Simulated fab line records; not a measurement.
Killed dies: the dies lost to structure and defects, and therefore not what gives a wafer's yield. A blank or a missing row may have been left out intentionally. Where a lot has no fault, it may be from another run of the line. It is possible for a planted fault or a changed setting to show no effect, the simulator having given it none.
What tool caused it?	flow nand harc	6 lots, 18 wafers sampled, at 2 steps of a route of 1159

== WHAT EACH GAUGE READ, for each wafer ==
NHARC_A_BONDPAD_THK_MEAS_20: measures by xrf.
lot	measured	on	thk nm (nm)
L657	day 18 04:28	film metro-02	167.4 167.8 167.4
L659	day 18 11:45	film metro-01	168.2 166.8 166.9
L661	day 19 23:16	film metro-01	167.7 168.6 169.3
L670	day 21 03:58	film metro-02	170.3 170.6 166.7
L675	day 22 17:32	film metro-02	170.8 169.2 171.0
L679	day 23 01:22	film metro-02	170.2 170.2 169.1

== WHICH TOOL RAN EACH LOT (tool, then ch and the chambers of the sampled wafers, then the start) ==
lot	NHARC_A_STAIRCASE_STRIP_254
L657	plasma asher-02 ch 0,1, day 11 14:49
L659	plasma asher-02 ch 0,1, day 11 20:35
L661	plasma asher-02 ch 0,1, day 12 19:53
L670	plasma asher-02 ch 0,1, day 14 21:10
L675	plasma asher-01 ch 0,1, day 16 04:46
L679	plasma asher-01 ch 0,1, day 16 23:23
- NHARC_A_STAIRCASE_STRIP_254: strips in O2.

== THE ANSWER, worked out from the rows above alone ==
Rule: the lots themselves supply what counts as usual. Put in order of their means at a reading, lots are off if they are a third of the lots or fewer, leave a main group of 4 or more, and stand apart from it by a gap of 3 or more times the standard deviation of the main group's means; of several such gaps the widest counts. If all means in a main group match to the digits the tables above print for the reading, that group is not used. A lot without any number at a reading at which 4 lots or more have one is off too. All remaining lots with rows at the step are treated as sound.
No lot is off at any reading shown: from this, nothing can be told.

== WHAT THE SIMULATOR PUT IN ==
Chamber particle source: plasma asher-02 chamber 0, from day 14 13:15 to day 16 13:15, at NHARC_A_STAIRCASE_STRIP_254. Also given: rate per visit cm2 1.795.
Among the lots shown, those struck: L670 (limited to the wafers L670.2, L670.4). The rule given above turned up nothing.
